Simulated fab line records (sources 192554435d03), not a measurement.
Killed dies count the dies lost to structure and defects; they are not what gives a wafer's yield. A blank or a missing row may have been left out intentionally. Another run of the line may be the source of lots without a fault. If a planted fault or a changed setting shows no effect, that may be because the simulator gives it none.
Which tool did it? | flow n5Finfet | 9 lots, 27 wafers sampled, at 1 step of a route of 1938

WHAT THE GAUGES READ, wafer by wafer
N5_BEOL_M4_RC_MEAS_101. Usual: DIBL_N 36.3 mV/V, standard deviation 1.8; DIBL_P 36.5 mV/V, standard deviation 2.1; IOFF_N 0.16 nA/um, standard deviation 0.031; IOFF_P 0.22 nA/um, standard deviation 0.038; ION_N 677 uA/um, standard deviation 12; ION_P 466 uA/um, standard deviation 7.8; SS_N 71.5 mV/dec, standard deviation 0.61; SS_P 73.2 mV/dec, standard deviation 0.7; VT_N 249 mV, standard deviation 3; VT_P -248.9 mV, standard deviation 3.
lot  | measured     | on        | DIBL_N (mV/V)  | DIBL_P (mV/V)  | IOFF_N (nA/um) | IOFF_P (nA/um) | ION_N (uA/um) | ION_P (uA/um) | SS_N (mV/dec)  | SS_P (mV/dec)  | VT_N (mV)   | VT_P (mV)            | flag
L854 | day 8 19:02  | prober-02 | 34.6 36.4 34.8 | 35.1 37.0 34.2 | 0.14 0.17 0.13 | 0.22 0.24 0.21 | 676 682 662   | 472 474 464   | 71.2 70.5 71.4 | 73.5 73.3 72.3 | 251 246 252 | -245.7 -246.0 -249.5 | 
L856 | day 9 08:14  | prober-02 | 38.2 36.2 39.2 | 38.6 36.3 38.9 | 0.20 0.17 0.22 | 0.24 0.20 0.27 | 693 688 691   | 464 462 466   | 72.0 71.4 72.4 | 73.6 72.0 73.8 | 247 250 244 | -246.9 -250.2 -246.2 | 
L860 | day 10 13:41 | prober-01 | 35.2 39.7 40.4 | 34.4 39.6 41.0 | 0.14 0.22 0.24 | 0.19 0.26 0.30 | 678 673 703   | 469 460 474   | 71.7 72.0 71.7 | 72.3 74.2 74.4 | 249 247 242 | -249.9 -245.4 -245.9 | 
L859 | day 10 15:43 | prober-01 | 38.0 38.9 37.6 | 38.8 39.3 37.4 | 0.20 0.21 0.17 | 0.24 0.25 0.22 | 697 705 679   | 470 468 458   | 72.1 71.5 71.4 | 74.1 74.0 74.1 | 246 246 249 | -249.7 -250.0 -252.2 | 
L868 | day 12 03:03 | prober-02 | 36.2 35.5 39.4 | 36.2 36.1 40.5 | 0.15 0.15 0.21 | 0.23 0.22 0.32 | 666 679 687   | 464 474 479   | 71.3 71.7 71.9 | 73.1 73.5 73.8 | 252 247 244 | -248.3 -250.4 -243.2 | 
L873 | day 12 20:28 | prober-01 | 38.0 38.1 37.2 | 37.9 39.2 37.7 | 0.18 0.18 0.17 | 0.22 0.24 0.21 | 666 680 685   | 456 475 466   | 71.7 72.4 71.8 | 74.5 73.8 73.5 | 249 248 246 | -250.5 -251.5 -250.0 | 
L875 | day 13 19:41 | prober-02 | 32.2 32.5 33.8 | 32.2 32.5 33.8 | 0.10 0.11 0.12 | 0.15 0.15 0.17 | 641 671 650   | 449 462 453   | 70.8 70.4 70.7 | 72.1 72.4 72.5 | 256 255 253 | -254.0 -252.8 -252.0 | 
L877 | day 14 01:23 | prober-01 | 34.1 34.1 38.3 | 35.5 34.8 40.8 | 0.14 0.14 0.23 | 0.20 0.19 0.31 | 680 661 698   | 469 457 477   | 71.8 71.4 71.7 | 72.6 72.4 73.5 | 250 249 245 | -250.0 -249.1 -246.5 | 
L876 | day 14 04:28 | prober-01 | 36.1 36.2 36.2 | 36.8 36.5 37.3 | 0.17 0.16 0.16 | 0.23 0.23 0.25 | 682 682 683   | 469 475 467   | 71.8 71.7 71.4 | 73.2 72.9 73.1 | 248 248 249 | -249.1 -246.7 -244.5 | 

WHAT TOOL EACH LOT RAN ON (gives the tool, then ch and the chambers of the sampled wafers, and finally the start)
Before these readings, the record contains no process step.

AS READ BY THE TOOLS THEMSELVES (means over the sampled wafers that have a number; for cases with no such wafer, the mark the record gives instead)
The record holds no such reading with a usual standard deviation.

THE ANSWER, worked out from the rows above alone
Rule: take the mean of a lot's wafers that have a number; if it is more than 3 standard deviations from the usual mean, the lot is off. Also off: a lot with no number at a reading for which 4 or more lots have one. Where the step has rows for the other lots, those lots are counted as sound. After the gauges, taken in route order, come the tools' own readings; for these a lot's mean is taken, as printed above. The first step at which some lot is off is used, and at that step the reading that is off furthest; a lot without a number counts as furthest.
No lot is off on any of the readings shown, so nothing can be concluded from this.

WHAT THE SIMULATOR HAD INSERTED
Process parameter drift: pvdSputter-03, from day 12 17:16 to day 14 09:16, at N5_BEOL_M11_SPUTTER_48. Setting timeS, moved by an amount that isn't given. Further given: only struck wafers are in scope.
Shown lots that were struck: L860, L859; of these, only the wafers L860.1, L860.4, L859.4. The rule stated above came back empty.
